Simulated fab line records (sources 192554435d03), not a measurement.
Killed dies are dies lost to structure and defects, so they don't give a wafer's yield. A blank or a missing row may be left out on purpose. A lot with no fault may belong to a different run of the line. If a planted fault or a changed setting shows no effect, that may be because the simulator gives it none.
Split-lot experiment    flow n5-finfet    7 lots, 39 wafers read, on a route of 1938 steps

== SPLIT DETAILS ==
At N5_BEOL_M0_SAQP_PECVD_04 (deposits a-Si from SiH4/He, target thk 60 nm, time 60.2 s), the setting time-s was moved away from the recipe's 60.2 s on 12 of the 39 wafers read, by -20.2% to +49.5%. All remaining wafers had this setting at the recipe value.

== FROM THE SPLIT TO THE READING: what the file shows between them, 5 steps ==
- N5_BEOL_M0_SAQP_THK_MEAS_05
- N5_BEOL_M0_SAQP_HM_DEP_111: deposits SiO2 from SiH4/N2O, target thk 12 nm, time 7.2 s
- N5_BEOL_M0_SAQP_COAT_81: time 60 s, resist thk 100 nm
- N5_BEOL_M0_SAQP_HM_OPEN_112: chemistry CHF3/O2, target SiO2, stops on a-Si, target depth 12 nm, time 13.5 s
- N5_BEOL_M0_SAQP_STRIP_113: strips in CHF3/O2

== THE READING ==
oes-product-au, in a.u., at N5_BEOL_M0_SAQP_MANDREL_ETCH_20 (etches a-Si in HBr/Cl2, stops on SiNx, target depth 60 nm, bt time 10 s, time 30 s). Typical for fault-free wafers on this fab line: 0.776 a.u., with standard deviation 0.016 a.u.

wafer   tool, chamber at the split  time-s as run, s  against the recipe  oes-product-au, a.u.  against lot-mates on the recipe
L074.1  pecvd-02, 1                 60.2              recipe              0.769                 -
L074.2  pecvd-02, 0                 48.04             -20.2%              0.695                 -0.082
L074.3  pecvd-02, 2                 60.2              recipe              0.791                 -
L074.4  pecvd-02, 0                 60.2              recipe              0.770                 -
L074.5  pecvd-02, 2                 48.04             -20.2%              0.692                 -0.085
L074.6  pecvd-02, 1                 48.04             -20.2%              0.706                 -0.071
L077.1  pecvd-01, 2                 60.2              recipe              0.782                 -
L077.2  pecvd-01, 1                 60.2              recipe              0.779                 -
L077.3  pecvd-01, 0                 49.9              -17.1%              0.719                 -0.068
L077.4  pecvd-01, 2                 49.9              -17.1%              0.703                 -0.084
L077.5  pecvd-01, 1                 49.9              -17.1%              0.716                 -0.071
L077.6  pecvd-01, 0                 60.2              recipe              0.801                 -
L082.1  pecvd-03, 1                 60.2              recipe              0.763                 -
L082.2  pecvd-03, 0                 60.2              recipe              0.747                 -
L082.3  pecvd-03, 2                 60.2              recipe              0.778                 -
L082.4  pecvd-03, 1                 89.99             +49.5%              1.007                 +0.244
L082.5  pecvd-03, 0                 89.99             +49.5%              0.999                 +0.236
L082.6  pecvd-03, 2                 89.99             +49.5%              0.999                 +0.236
L088.1  pecvd-02, 1                 60.2              recipe              0.779                 -
L088.2  pecvd-02, 0                 60.2              recipe              0.764                 -
L088.3  pecvd-02, 2,1               60.2              recipe              0.787                 -
L088.4  pecvd-02, 2,1               60.2              recipe              0.762                 -
L088.5  pecvd-02, 2,0               60.2              recipe              0.804                 -
L088.6  pecvd-02, 2,0               60.2              recipe              0.769                 -
L089.1  pecvd-02, 0,1,1             73.26             +21.7%              0.875                 +0.104
L089.2  pecvd-02, 1                 60.2              recipe              0.749                 -
L089.3  pecvd-02, 0                 60.2              recipe              0.797                 -
L089.4  pecvd-02, 0,1,1             73.26             +21.7%              0.846                 +0.075
L089.5  pecvd-02, 0                 60.2              recipe              0.767                 -
L089.6  pecvd-02, 0,1,1             73.26             +21.7%              0.861                 +0.090
L093.1  pecvd-03, 1                 60.2              recipe              0.779                 -
L093.4  pecvd-03, 1                 60.2              recipe              0.742                 -
L093.5  pecvd-03, 2                 60.2              recipe              0.789                 -
L095.1  pecvd-02, 0                 60.2              recipe              0.772                 -
L095.2  pecvd-02, 2                 60.2              recipe              0.778                 -
L095.3  pecvd-02, 1                 60.2              recipe              0.790                 -
L095.4  pecvd-02, 2                 60.2              recipe              0.806                 -
L095.5  pecvd-02, 1                 60.2              recipe              0.777                 -
L095.6  pecvd-02, 0                 60.2              recipe              0.789                 -
Where a row lists several chambers, the file gives one row for several wafers and doesn't say which wafer went through which chamber.

THE FIT
A straight line over all 39 wafers: oes-product-au changes by +0.00431 a.u. for each +1% of time-s; r = +0.98; the points scatter about the line by 0.016 a.u.
The same after taking each lot's own level away (the mean of its wafers on the recipe; 39 wafers): +0.00458 a.u. for each +1%; r = +0.98; scatter 0.014 a.u.
That fit puts the effect of the largest move of time-s on the reading at 0.23 a.u.
From 0.7627 to 0.7873 a.u.: that is the span of the lots' own levels, equal to 1.5 times the standard deviation above.
Hence the lot-to-lot level has little effect on the slope; both slopes agree.
Check: for one of the wafers moved furthest among these (+49.5%), held out of the fit, the line's prediction against its lot-mates is +0.223 a.u. Against them it came out at +0.244 a.u.

== THESE WAFERS: OTHER SPLITS ==
These wafers also went through other splits before the reading. Each is held against what the fit with the lots' levels taken away leaves over:
other split on the same wafers                wafers away from the commonest value  r with oes-product-au (lot level and that fit taken away)
N5_ZERO_LAYER_DEVELOP_10 develop-time-s       18                                    +0.02
N5_FIN_SAQP_HM_DEP_72 time-s                  18                                    -0.07
N5_SD_EPI_N_DESCUM_14 time-s                  15                                    +0.15
N5_MOL_CONTACT_COAG_SPUTTER_130 target-thk-a  12                                    +0.01

== THE WHOLE CHAIN: every reading that the file lists as answering this split, in the file's order ==
step                             what it does                                                                        reading                                                                                change (the file's fit)                    r (the file's)
N5_BEOL_M0_SAQP_PECVD_04         deposits a-Si from SiH4/He, target thk 60 nm, time 60.2 s                           a-Si_of_BEOL_M0_SAQP_PECVD_04.thk-nm (the simulator's own value, which no gauge read)  +0.611 nm for each +1% of the setting      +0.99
N5_BEOL_M0_SAQP_THK_MEAS_05                                                                                          thk-nm                                                                                 withheld for each +1% of the setting       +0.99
N5_BEOL_M0_SAQP_MANDREL_ETCH_20  etches a-Si in HBr/Cl2, stops on SiNx, target depth 60 nm, bt time 10 s, time 30 s  oes-product-au                                                                         +0.00459 a.u. for each +1% of the setting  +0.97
N5_BEOL_M0_SAQP_MANDREL_ETCH_20  etches a-Si in HBr/Cl2, stops on SiNx, target depth 60 nm, bt time 10 s, time 30 s  etch.depth-nm (the simulator's own value, which no gauge read)                         +0.603 nm for each +1% of the setting      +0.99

== FILE'S OWN FIT ==
oes-product-au changes by +0.00459 a.u. for each +1% of time-s, r = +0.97.
